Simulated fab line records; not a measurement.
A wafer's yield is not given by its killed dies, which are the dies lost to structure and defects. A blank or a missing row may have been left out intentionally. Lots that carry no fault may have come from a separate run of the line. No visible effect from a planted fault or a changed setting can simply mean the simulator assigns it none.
The tool behind it: which one? ; flow n5-finfet ; 23 lots with 69 wafers sampled at 5 steps, on a route of 1938 steps

== WHAT EACH GAUGE READ, for each wafer ==
N5_BEOL_M11_OVL_MEAS_12.
lot;measured;on;M11_OVL (nm)
L075;day 12 04:07;overlay-02;0.2 0.0 0.4
L074;day 13 08:34;overlay-02;-0.6 -0.2 -0.2
L076;day 13 12:34;overlay-02;0.1 -0.3 -0.3
L077;day 13 22:25;overlay-02;0.4 -0.7 0.6
L078;day 14 00:53;overlay-01;-0.6 -0.7 0.0
L083;day 14 08:48;overlay-01;-0.5 1.2 0.2
L079;day 14 19:33;overlay-01;1.0 1.4 0.7
L081;day 15 02:27;overlay-02;-0.7 1.1 -0.6
L084;day 15 11:10;overlay-01;-0.7 0.3 -0.3
L082;day 15 16:53;overlay-02;0.0 0.0 -0.3
L085;day 15 17:29;overlay-02;1.0 -1.0 -1.3
L080;day 16 04:40;overlay-02;-0.5 0.7 -0.1
L090;day 16 19:35;overlay-02;0.2 1.0 1.4
L088;day 16 20:02;overlay-01;-0.8 -1.4 -0.7
L086;day 16 20:16;overlay-01;-0.2 0.2 0.0
L093;day 17 01:38;overlay-01;-1.6 -0.4 -0.2
L089;day 17 00:31;overlay-01;0.6 -0.7 1.0
L092;day 17 02:15;overlay-02;-2.0 -1.1 -1.9
L091;day 17 20:08;overlay-02;-0.2 0.0 -0.9
L094;day 18 00:19;overlay-01;-0.2 0.1 -0.1
L095;day 18 14:46;overlay-01;-0.1 0.3 -0.3
L097;day 18 16:09;overlay-02;-1.2 -0.1 0.0
L096;day 18 23:40;overlay-01;-0.3 -0.1 0.4

N5_BEOL_M11_INSPECT_58: inspects for defects (darkfield).
lot;measured;on;raw-defect-count
L075;day 12 10:16;defect-inspect-02;91 61 57
L074;day 13 15:25;defect-inspect-01;79 71 117
L076;day 13 18:58;defect-inspect-01;79 67 64
L077;day 14 03:42;defect-inspect-02;73 130 75
L078;day 14 06:32;defect-inspect-02;61 74 54
L083;day 14 15:42;defect-inspect-01;68 44 40
L079;day 15 04:08;defect-inspect-02;57 69 95
L081;day 15 09:15;defect-inspect-02;53 102 68
L084;day 15 16:59;defect-inspect-02;67 63 74
L082;day 15 23:05;defect-inspect-02;100 84 57
L085;day 15 23:28;defect-inspect-01;76 61 63
L080;day 16 09:34;defect-inspect-02;55 42 38
L090;day 17 02:21;defect-inspect-02;39 54 58
L088;day 17 03:31;defect-inspect-01;68 58 86
L086;day 17 04:06;defect-inspect-01;143 101 86
L093;day 17 07:49;defect-inspect-01;67 97 97
L089;day 17 05:06;defect-inspect-02;66 99 48
L092;day 17 09:17;defect-inspect-02;76 45 78
L091;day 18 01:00;defect-inspect-02;69 73 33
L094;day 18 05:30;defect-inspect-01;58 67 51
L095;day 18 20:37;defect-inspect-02;67 46 76
L097;day 18 21:08;defect-inspect-02;81 61 91
L096;day 19 06:45;defect-inspect-02;83 84 45

== EACH LOT AND THE TOOL THAT RAN IT (in order: tool; ch and the chambers of the sampled wafers; start) ==
lot;N5_BEOL_M11_ILD_DEP_00;N5_BEOL_M11_ETCH_61;N5_BEOL_M11_STRIP_19
L075;pecvd-02 ch 0,2, day 12 02:13;rie-diel-05 ch 0,1, day 12 04:12;rie-diel-02 ch 0,1,2, day 12 04:35
L074;pecvd-01 ch 0,1,2, day 13 06:31;rie-diel-05 ch 2,3, day 13 09:01;rie-diel-05 ch 0,2,3, day 13 09:22
L076;pecvd-03 ch 0,1,2, day 13 10:34;rie-diel-05 ch 0,1,2, day 13 12:40;rie-diel-06 ch 0,1,2, day 13 13:01
L077;pecvd-02 ch 1,2, day 13 20:38;rie-diel-05 ch 0,1,3, day 13 22:31;rie-diel-05 ch 0,3, day 13 22:52
L078;pecvd-03 ch 0,1, day 13 21:52;rie-diel-06 ch 0,1,3, day 14 01:07;rie-diel-02 ch 0,3, day 14 01:35
L083;pecvd-03 ch 0,2, day 14 06:08;rie-diel-06 ch 0,2, day 14 08:55;rie-diel-02 ch 0,2, day 14 09:16
L079;pecvd-02 ch 0,1,2, day 14 15:40;rie-diel-02 ch 0,2,3, day 14 19:38;rie-diel-02 ch 0,1,3, day 14 19:59
L081;pecvd-01 ch 0,1,2, day 14 22:48;rie-diel-05 ch 0,1,3, day 15 02:32;rie-diel-05 ch 0,1, day 15 02:53
L084;pecvd-02 ch 0,2, day 15 09:02;rie-diel-02 ch 0,2,3, day 15 11:23;rie-diel-05 ch 0,1,2, day 15 11:46
L082;pecvd-03 ch 0,1, day 15 14:43;rie-diel-02 ch 0,2,3, day 15 17:02;rie-diel-05 ch 0,3, day 15 17:23
L085;pecvd-01 ch 0,1,2, day 15 15:01;rie-diel-06 ch 0,3, day 15 17:35;rie-diel-05 ch 0,2,3, day 15 17:56
L080;pecvd-03 ch 0,2, day 16 00:14;rie-diel-05 ch 0,2, day 16 04:46;rie-diel-02 ch 1,3, day 16 05:19
L090;pecvd-02 ch 0,1, day 16 16:26;rie-diel-02 ch 0,2,3, day 16 20:05;rie-diel-06 ch 0,1, day 16 20:29
L088;pecvd-03 ch 0,2, day 16 16:51;rie-diel-06 ch 0,1,2, day 16 20:16;rie-diel-06 ch 1,2, day 16 20:43
L086;pecvd-03 ch 0,2, day 16 18:14;rie-diel-05 ch 0,2,3, day 16 20:28;rie-diel-02 ch 0,3, day 16 20:50
L093;pecvd-02 ch 1,2, day 16 21:47;rie-diel-02 ch 2,3, day 17 02:01;rie-diel-02 ch 0,2, day 17 02:22
L089;pecvd-03 ch 2, day 16 22:24;rie-diel-02 ch 0,3, day 17 00:41;rie-diel-02 ch 0,2,3, day 17 01:04
L092;pecvd-03 ch 0,2, day 17 00:13;rie-diel-05 ch 0,1, day 17 02:20;rie-diel-05 ch 0,1,2, day 17 02:41
L091;pecvd-01 ch 0,2, day 17 17:17;rie-diel-02 ch 0,2, day 17 20:17;rie-diel-02 ch 0,2, day 17 20:38
L094;pecvd-01 ch 2, day 17 22:22;rie-diel-06 ch 1,2,3, day 18 00:24;rie-diel-06 ch 1,3, day 18 00:46
L095;pecvd-02 ch 0,2, day 18 11:10;rie-diel-06 ch 1,2, day 18 15:09;rie-diel-02 ch 1,2, day 18 15:34
L097;pecvd-02 ch 0,2, day 18 14:34;rie-diel-02 ch 0,1,3, day 18 16:14;rie-diel-02 ch 1,3, day 18 16:35
L096;pecvd-02 ch 0,1, day 18 20:04;rie-diel-05 ch 0,2,3, day 18 23:46;rie-diel-02 ch 0,2, day 19 00:07
- N5_BEOL_M11_ILD_DEP_00: deposits SiCOH lowk from DEMS/porogen, target thk 308.51 nm, time 58 s.
- N5_BEOL_M11_ETCH_61: etches SiARC in CF4, target depth 39 nm, time 65 s.
- N5_BEOL_M11_STRIP_19: strips in O2.

== AS READ BY THE TOOLS THEMSELVES (means over the sampled wafers that have a number; for cases with no such wafer, the mark the record gives instead) ==
N5_BEOL_M11_ILD_DEP_00.
lot;tool;heater-power-w (W);showerhead-plenum-p-Torr (Torr);throttle-valve-pct (%)
L075;pecvd-02;284;5.731;13.3
L074;pecvd-01;269;5.734;13.8
L076;pecvd-03;285;5.751;14.2
L077;pecvd-02;246;5.710;14.1
L078;pecvd-03;294;5.747;14.3
L083;pecvd-03;276;5.756;13.9
L079;pecvd-02;274;5.727;14.1
L081;pecvd-01;291;5.733;13.9
L084;pecvd-02;330;5.730;13.9
L082;pecvd-03;304;5.755;14.3
L085;pecvd-01;265;5.731;13.9
L080;pecvd-03;321;5.745;13.7
L090;pecvd-02;339;5.723;14.5
L088;pecvd-03;269;5.749;14.1
L086;pecvd-03;232;5.750;14.0
L093;pecvd-02;268;5.724;13.8
L089;pecvd-03;204;5.763;14.1
L092;pecvd-03;296;5.739;13.6
L091;pecvd-01;266;5.737;13.2
L094;pecvd-01;268;5.739;12.7
L095;pecvd-02;303;5.734;13.5
L097;pecvd-02;294;5.734;13.6
L096;pecvd-02;344;5.719;14.5

N5_BEOL_M11_ETCH_61.
lot;tool;cf4-flow-sccm (sccm);drypump-motor-current-A (A);etch-rf-on-time-s (s);oes-product-au (a.u.);rf-vpp-V (V);showerhead-plenum-p-Torr (Torr);throttle-valve-pct (%)
L075;rie-diel-05;100.05;5.5;64.8;0.68;183.9;2.12;15.58
L074;rie-diel-05;99.82;5.5;64.3;0.73;184.0;2.14;15.80
L076;rie-diel-05;100.00;5.5;64.7;0.68;183.9;2.10;15.75
L077;rie-diel-05;100.09;5.7;64.2;0.72;184.2;2.14;15.60
L078;rie-diel-06;99.83;5.7;65.4;0.64;183.5;2.08;15.89
L083;rie-diel-06;99.84;6.0;65.3;0.75;184.5;2.20;15.39
L079;rie-diel-02;99.97;5.5;64.0;0.64;184.7;2.14;15.52
L081;rie-diel-05;100.06;5.6;64.8;0.71;184.4;2.14;15.62
L084;rie-diel-02;99.87;5.4;64.8;0.63;184.2;2.14;15.53
L082;rie-diel-02;99.86;5.4;65.0;0.63;184.7;2.13;15.53
L085;rie-diel-06;100.00;5.8;64.9;0.68;182.3;2.06;15.84
L080;rie-diel-05;99.99;5.7;66.0;0.71;183.7;2.08;15.78
L090;rie-diel-02;99.92;5.4;64.5;0.62;184.0;2.13;15.55
L088;rie-diel-06;100.35;5.9;64.5;0.69;184.4;2.13;15.61
L086;rie-diel-05;99.86;5.6;65.8;0.70;183.2;2.11;15.82
L093;rie-diel-02;100.17;5.5;65.5;0.63;182.5;2.05;15.59
L089;rie-diel-02;100.02;5.1;64.3;0.63;183.0;2.05;15.63
L092;rie-diel-05;99.98;5.5;65.2;0.64;183.3;2.11;15.65
L091;rie-diel-02;99.82;5.8;65.5;0.60;185.1;2.21;15.49
L094;rie-diel-06;100.25;5.8;64.6;0.75;183.6;2.15;15.55
L095;rie-diel-06;100.27;5.9;65.1;0.72;184.7;2.21;15.39
L097;rie-diel-02;99.87;5.3;65.3;0.65;183.0;2.12;15.61
L096;rie-diel-05;99.99;5.6;65.9;0.68;182.7;2.10;15.85

N5_BEOL_M11_STRIP_19.
lot;tool;drypump-motor-current-A (A);o2-flow-sccm (sccm);oes-product-au (a.u.);rf-vpp-V (V);showerhead-plenum-p-Torr (Torr);temp-c (C);throttle-valve-pct (%)
L075;rie-diel-02;5.7;225.2;0.79;4.6;2.16;39.98;16.45
L074;rie-diel-05;5.6;225.2;0.86;3.5;2.07;39.93;16.84
L076;rie-diel-06;5.9;224.9;0.74;3.4;2.00;39.97;16.76
L077;rie-diel-05;5.8;225.1;0.92;3.4;2.08;39.91;16.66
L078;rie-diel-02;5.1;224.5;0.73;3.4;2.08;39.91;16.58
L083;rie-diel-02;5.8;225.2;0.73;3.1;2.17;39.97;16.44
L079;rie-diel-02;5.4;224.5;0.78;4.2;2.07;39.90;16.56
L081;rie-diel-05;5.5;224.8;0.78;3.4;2.07;40.06;16.66
L084;rie-diel-05;5.5;225.0;0.77;3.3;2.04;39.92;16.86
L082;rie-diel-05;5.8;224.6;0.89;3.5;2.11;40.03;16.70
L085;rie-diel-05;5.6;224.9;0.83;3.7;2.06;40.01;16.86
L080;rie-diel-02;5.6;225.6;0.83;3.0;2.06;40.10;16.58
L090;rie-diel-06;5.8;225.0;0.73;3.5;1.99;40.01;16.87
L088;rie-diel-06;5.9;224.4;0.88;3.9;2.16;39.96;16.39
L086;rie-diel-02;5.1;225.0;0.72;3.2;2.08;40.01;16.60
L093;rie-diel-02;5.4;224.9;0.71;3.8;2.16;39.91;16.52
L089;rie-diel-02;5.4;224.5;0.73;4.1;2.08;40.00;16.56
L092;rie-diel-05;5.5;224.5;0.76;3.8;2.04;39.99;16.87
L091;rie-diel-02;5.8;225.0;0.71;3.3;2.16;39.93;16.49
L094;rie-diel-06;5.6;225.2;0.86;3.3;2.03;39.90;16.73
L095;rie-diel-02;6.0;225.5;0.76;3.7;2.15;40.08;16.48
L097;rie-diel-02;5.6;225.4;0.80;3.9;2.06;39.97;16.62
L096;rie-diel-02;5.7;224.3;0.71;4.3;2.16;39.94;16.50

== THE ANSWER, worked out from the rows above alone ==
Rule: the lots themselves supply what counts as usual. Put in order of their means at a reading, lots are off if they are a third of the lots or fewer, leave a main group of 4 or more, and stand apart from it by a gap of 3 or more times the standard deviation of the main group's means; of several such gaps the widest counts. A main group whose means are all the same, to the digits that the tables above print for the reading, isn't used. A lot without any number at a reading at which 4 lots or more have one is off too. All remaining lots with rows at the step are treated as sound. After the gauges, taken in route order, come the tools' own readings; for these a lot's mean is taken, as printed above. The first step at which some lot is off is used, and at that step the reading that is off furthest; a lot without a number counts as furthest.
Nothing can be told from this: no lot is off at any reading shown.

== WHAT THE SIMULATOR HAD INSERTED ==
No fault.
